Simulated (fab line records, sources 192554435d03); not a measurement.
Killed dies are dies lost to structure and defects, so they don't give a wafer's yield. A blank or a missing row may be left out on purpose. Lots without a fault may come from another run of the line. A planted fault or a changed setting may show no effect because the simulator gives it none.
Split-lot experiment | flow n5_finfet | 7 lots, 21 wafers read, on a route of 1938 steps

THE SPLIT
At N5_BEOL_M9_TRENCH_ETCH_37 (etches SiCOH lowk in C4F6/O2, target depth 151.43 nm, time 49 s), the setting source_w was moved away from the recipe's 345 W on 7 of the 21 wafers read, by -16.8% to +17.1%. The other wafers ran this setting at the recipe's value.

FROM THE SPLIT TO THE READING: what the file shows between them, 12 steps
- N5_BEOL_M9_ETCH_41: etches SiCN in CH3F/O2, target depth 36.6 nm, time 70.1 s
- N5_BEOL_M9_STRIP_80: strips in N2/H2, time 10 s
- N5_BEOL_M9_OCD_MEAS_38
- N5_BEOL_M9_ALD_74: deposits TaN, target thk 2 nm, pulse time 2 s, purge time 3 s (also split here: ald_cycles)
- N5_BEOL_M9_SURFACE_TREAT_79
- N5_BEOL_M9_CVD_78: deposits Co from CCTBA/H2, target thk 2 nm, time 138.9 s
- N5_BEOL_M9_ECD_50: material Cu, target thk 318 nm
- N5_BEOL_M9_ANNEAL_51: time 90 s
- N5_BEOL_M9_CMP_52: polishes, stops on SiCOH lowk, t overpolish 7 s, target thk 140 nm
- N5_BEOL_M9_THK_MEAS_53: measures by xrf
- N5_BEOL_M9_PRE_CLEAN_55: time 15 s
- N5_BEOL_M9_DEP_56: deposits SiCN from 3MS/NH3, target thk 15 nm, time 26.5 s

THE READING
M9_RS, in ohm/sq, at N5_BEOL_M9_RS_MEAS_57 (measures by four-point-probe). Fault-free wafers of this fab line usually give 0.153 ohm/sq, standard deviation 0.0032 ohm/sq.

wafer  | tool, chamber at the split | source_w as run, W | against the recipe | M9_RS, ohm/sq | against lot-mates on the recipe
L076.2 | rie_diel-01, 3             | 345                | recipe             | 0.147         | -
L076.3 | rie_diel-01, 1             | 345                | recipe             | 0.152         | -
L076.4 | rie_diel-01, 2             | 305                | -11.6%             | 0.153         | +0.004
L081.2 | rie_diel-03, 2             | 345                | recipe             | 0.153         | -
L081.4 | rie_diel-03, 3             | 404.1              | +17.1%             | 0.141         | -0.012
L081.5 | rie_diel-03, 1             | 345                | recipe             | 0.153         | -
L080.1 | rie_diel-01, 2             | 345                | recipe             | 0.145         | -
L080.4 | rie_diel-01, 1             | 286.9              | -16.8%             | 0.164         | +0.019
L080.6 | rie_diel-01, 0             | 286.9              | -16.8%             | 0.167         | +0.022
L082.1 | rie_diel-03, 3             | 300                | -13.0%             | 0.163         | +0.008
L082.2 | rie_diel-03, 2             | 345                | recipe             | 0.155         | -
L082.6 | rie_diel-03, 3             | 300                | -13.0%             | 0.166         | +0.011
L088.2 | rie_diel-02, 1             | 345                | recipe             | 0.154         | -
L088.5 | rie_diel-02, 2             | 345                | recipe             | 0.150         | -
L088.6 | rie_diel-02, 1             | 345                | recipe             | 0.157         | -
L097.2 | rie_diel-01, 3             | 361.9              | +4.9%              | 0.146         | -0.009
L097.4 | rie_diel-01, 0             | 345                | recipe             | 0.153         | -
L097.5 | rie_diel-01, 0             | 345                | recipe             | 0.157         | -
L095.2 | rie_diel-02, 3             | 345                | recipe             | 0.152         | -
L095.3 | rie_diel-02, 2             | 345                | recipe             | 0.150         | -
L095.4 | rie_diel-02, 0             | 345                | recipe             | 0.155         | -

THE FIT
A straight line over all 21 wafers: M9_RS changes by -0.000735 ohm/sq for each +1% of source_w; r = -0.85; the points scatter about the line by 0.0036 ohm/sq.
The same after taking each lot's own level away (the mean of its wafers on the recipe; 21 wafers): -0.000908 ohm/sq for each +1%; r = -0.91; scatter 0.0034 ohm/sq.
On that fit, the largest move of source_w shifts the reading by 0.016 ohm/sq.
The lots' own levels span 0.1450 to 0.1550 ohm/sq, that is 3.1 times the standard deviation above.
So the lot-to-lot level changes the slope: the two fits differ.
Check: with one of the wafers moved furthest among these (+17.1%) left out of the fit, the line predicts -0.0177 ohm/sq for it against its lot-mates. It came out at -0.012 ohm/sq against them.
Tool readings at the split's step, against how far the setting was moved: rf_vpp_V r = -0.92.

OTHER SPLITS ON THESE WAFERS
These wafers also went through other splits before the reading. Each is held against what the fit with the lots' levels taken away leaves over:
other split on the same wafers    | wafers away from the commonest value | r with M9_RS (lot level and that fit taken away)
N5_BEOL_M8_DESCUM_16 time_s       | 4                                    | +0.40
N5_BEOL_M9_HM_DEP_02 target_thk_a | 5                                    | -0.08
N5_BEOL_M9_COAT_59 temp_c         | 9                                    | +0.32
N5_BEOL_M9_ALD_74 ald_cycles      | 11                                   | -0.06

THE WHOLE CHAIN: every reading that the file lists as answering this split, in the file's order
step                      | what it does                                                       | reading                                                                      | change (the file's fit)               | r (the file's)
N5_BEOL_M9_TRENCH_ETCH_37 | etches SiCOH lowk in C4F6/O2, target depth 151.43 nm, time 49 s    | rf_vpp_V                                                                     | -3.4 V for each +1% of the setting    | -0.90
N5_BEOL_M9_TRENCH_ETCH_37 | etches SiCOH lowk in C4F6/O2, target depth 151.43 nm, time 49 s    | etch.depth_nm (the simulator's own value, which no gauge read)               | +0.754 nm for each +1% of the setting | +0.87
N5_BEOL_M9_TRENCH_ETCH_37 | etches SiCOH lowk in C4F6/O2, target depth 151.43 nm, time 49 s    | BEOL_M9.feature_depth_nm (the simulator's own value, which no gauge read)    | +0.754 nm for each +1% of the setting | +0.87
N5_BEOL_M9_OCD_MEAS_38    |                                                                    | trench_depth_nm                                                              | +0.751 nm for each +1% of the setting | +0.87
N5_BEOL_M9_CMP_52         | polishes, stops on SiCOH lowk, t overpolish 7 s, target thk 140 nm | Cu_of_BEOL_M9_ECD_50.thk_nm (the simulator's own value, which no gauge read) | +0.703 nm for each +1% of the setting | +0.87
N5_BEOL_M9_THK_MEAS_53    | measures by xrf                                                    | M9_THK                                                                       | +0.728 for each +1% of the setting    | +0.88
N5_BEOL_M9_RS_MEAS_57     | measures by four-point-probe                                       | M9_RS                                                                        | -0.000862 for each +1% of the setting | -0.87

THE FILE'S OWN FIT
M9_RS changes by -0.000862 ohm/sq for each +1% of source_w, r = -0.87.
